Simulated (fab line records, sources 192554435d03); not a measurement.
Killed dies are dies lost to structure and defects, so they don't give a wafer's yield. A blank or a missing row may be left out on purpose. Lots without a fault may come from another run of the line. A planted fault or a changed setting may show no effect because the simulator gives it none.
Chamber matching | flow n5_finfet | N5_BEOL_M5_ETCH_75 on rie_diel-02: 4 sister chambers
The step etches underlayer in N2/H2, target depth 6.5 nm, time 5.2 s. 4 wafers are shown with their chamber, then 8 later ones without.

WAFERS WITH THEIR CHAMBER
wafer  | chamber | showerhead_plenum_p_Torr (Torr)
L085.2 | 3       | 2.46
L089.2 | 2       | 2.62
L089.5 | 0       | 2.47
L088.1 | 1       | 2.58

WAFERS WITHOUT THEIR CHAMBER
wafer  | showerhead_plenum_p_Torr (Torr)
L088.2 | 2.47
L088.4 | 2.62
L091.1 | 2.45
L091.3 | 2.47
L091.6 | 2.47
L095.4 | 2.45
L095.5 | 2.46
L095.6 | 2.57

WHICH CHAMBER EACH WENT THROUGH
wafer  | from the rows above     | in truth
L088.2 | can't be placed: 0 or 3 | 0
L088.4 | 2                       | 2
L091.1 | can't be placed: 3 or 0 | 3
L091.3 | can't be placed: 0 or 3 | 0
L091.6 | can't be placed: 0 or 3 | 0
L095.4 | can't be placed: 3 or 0 | 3
L095.5 | can't be placed: 3 or 0 | 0
L095.6 | 1                       | 1
Placed correctly: 2 of 8. Can't be placed from these rows: 6 (the true chamber is among the candidates in 6). Placed wrongly: 0.
How it was worked out, from the rows above alone: a wafer's distance from a chamber is the root of the sum, over the readings, of the square of ((its reading less the chamber's mean) divided by the reading's scatter). The wafer belongs to the nearest chamber; if the next one is less than 2 further off, it can't be placed. A chamber's mean is the mean of its shown wafers. The scatter: with one shown wafer a chamber, the root of the mean of the squares of how far each hidden wafer lies from its nearest shown one.
